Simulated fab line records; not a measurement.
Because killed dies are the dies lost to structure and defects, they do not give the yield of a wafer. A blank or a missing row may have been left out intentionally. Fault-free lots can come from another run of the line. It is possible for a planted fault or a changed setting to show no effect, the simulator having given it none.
8D (eight disciplines) problem report, filled in by code    flow n5 finfet    the parts of the form that need people (team, actions taken, sign-off) are left out

## 1. THE ISSUE
Wafers without a fault read 1500.1 rpm, standard deviation 0.81; spin speed rpm at N5_BEOL_M11_COAT_60 reads a mean of 1556.8 rpm on 6 wafers belonging to 2 lots. Measured from the usual mean, that is +70 standard deviations.
The step: time 60 s, resist thk 30 nm.
Earliest sighting: wafer L239.1 on litho track-05 at day 17 09:51. The record holds 12 wafers of 4 lots with a number at this step. Rule for "out", or "out of limits": more than 4 standard deviations from the usual mean. Any other wafer with a number is counted as sound.

## 2. WHAT IT IS AND WHAT IT IS NOT
question                     is                      is not
which readings at this step  spin speed rpm          -
which lots                   L236, L239              L226, L245
which wafers of those lots   all that have a number  -
read on which tools          litho track-05          litho track-03
when                         from day 17 09:51       up to then (3 sound wafers); but 3 sound wafers of L245 came after

## 3. WHAT RULES OUT EACH SUSPECT
Counting: any tool at a process step up to the reading is kept as a suspect provided that every lot that is out went through it and no sound lot did after the first of them.
- litho track-05 at N5_BEOL_M11_COAT_60 (time 60 s, resist thk 30 nm): kept. Every lot that is out went through it, starting with L239 (day 17 09:51), and after that it ran no sound lot; the last sound lot it ran before then is L226 (day 13 11:31). Its own spin speed rpm readings are out on those wafers.
Remaining after the count: litho track-05 at N5_BEOL_M11_COAT_60.

## 4. THE CAUSE (what the simulator had put in)
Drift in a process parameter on litho track-05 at N5_BEOL_M11_COAT_60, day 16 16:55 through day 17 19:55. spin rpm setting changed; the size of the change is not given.
Counting left only this tool.

## 5. THE CHAIN OF EFFECTS, in route order
Each row: a reading where the mean over the struck wafers with a number is more than 3 standard deviations away from the usual. Only readings for which the record gives a usual standard deviation are gone through. hours: the time from each lot's start at the first step in this table that gives one to its start at this step, as a median over the lots. sigmas: the change in usual standard deviations.
hours  step                 reading         usual       on struck wafers  change  sigmas
0      N5_BEOL_M11_COAT_60  spin speed rpm  1500.1 rpm  1556.8            +56.7   +70
It contains these process steps:
- N5_BEOL_M11_COAT_60: time 60 s, resist thk 30 nm.

## 6. WHAT WOULD HAVE CAUGHT IT SOONER
In this record no reading fell out of limits until day 17 09:51, 17 hours after the fault had begun at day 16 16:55.
